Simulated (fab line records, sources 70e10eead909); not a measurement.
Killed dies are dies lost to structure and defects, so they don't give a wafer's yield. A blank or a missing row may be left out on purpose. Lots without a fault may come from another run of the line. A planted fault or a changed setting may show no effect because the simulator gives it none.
Chamber matching | flow nand_harc | NHARC_A_STAIRCASE_TRIM_196 on rie_diel-12: 4 sister chambers
The step chemistry O2, time 211.2 s. 8 wafers are shown with their chamber, then 8 later ones without.

WAFERS WITH THEIR CHAMBER
wafer  | chamber | showerhead_plenum_p_Torr (Torr) | rf_vpp_V (V)
L078.3 | 0       | 3.50                            | 57.4
L084.1 | 1       | 3.63                            | 57.9
L084.3 | 2       | 3.70                            | 58.6
L084.6 | 3       | 3.62                            | 57.0
L086.2 | 0       | 3.49                            | 57.9
L086.3 | 3       | 3.62                            | 56.8
L086.4 | 1       | 3.63                            | 59.1
L085.3 | 2       | 3.70                            | 59.6

WAFERS WITHOUT THEIR CHAMBER
wafer  | showerhead_plenum_p_Torr (Torr) | rf_vpp_V (V)
L085.4 | 3.62                            | 57.4
L085.6 | 3.62                            | 58.6
L089.1 | 3.49                            | 55.8
L089.2 | 3.62                            | 57.5
L089.5 | 3.49                            | 59.1
L090.1 | 3.62                            | 58.9
L090.3 | 3.49                            | 57.4
L090.6 | 3.62                            | 57.9

WHICH CHAMBER EACH WENT THROUGH
wafer  | from the rows above     | in truth
L085.4 | 3                       | 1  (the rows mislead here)
L085.6 | can't be placed: 1 or 3 | 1
L089.1 | 0                       | 0
L089.2 | 3                       | 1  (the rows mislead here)
L089.5 | 0                       | 0
L090.1 | can't be placed: 1 or 3 | 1
L090.3 | 0                       | 0
L090.6 | can't be placed: 3 or 1 | 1
Placed correctly: 3 of 8. Can't be placed from these rows: 3 (the true chamber is among the candidates in 3). Placed wrongly: 2.
How it was worked out, from the rows above alone: a wafer's distance from a chamber is the root of the sum, over the readings, of the square of ((its reading less the chamber's mean) divided by the reading's scatter). The wafer belongs to the nearest chamber; if the next one is less than 2 further off, it can't be placed. A chamber's mean is the mean of its shown wafers. The scatter: the root of (the sum of the squares of (reading less its chamber's mean) over the shown wafers, divided by (wafers less chambers)).
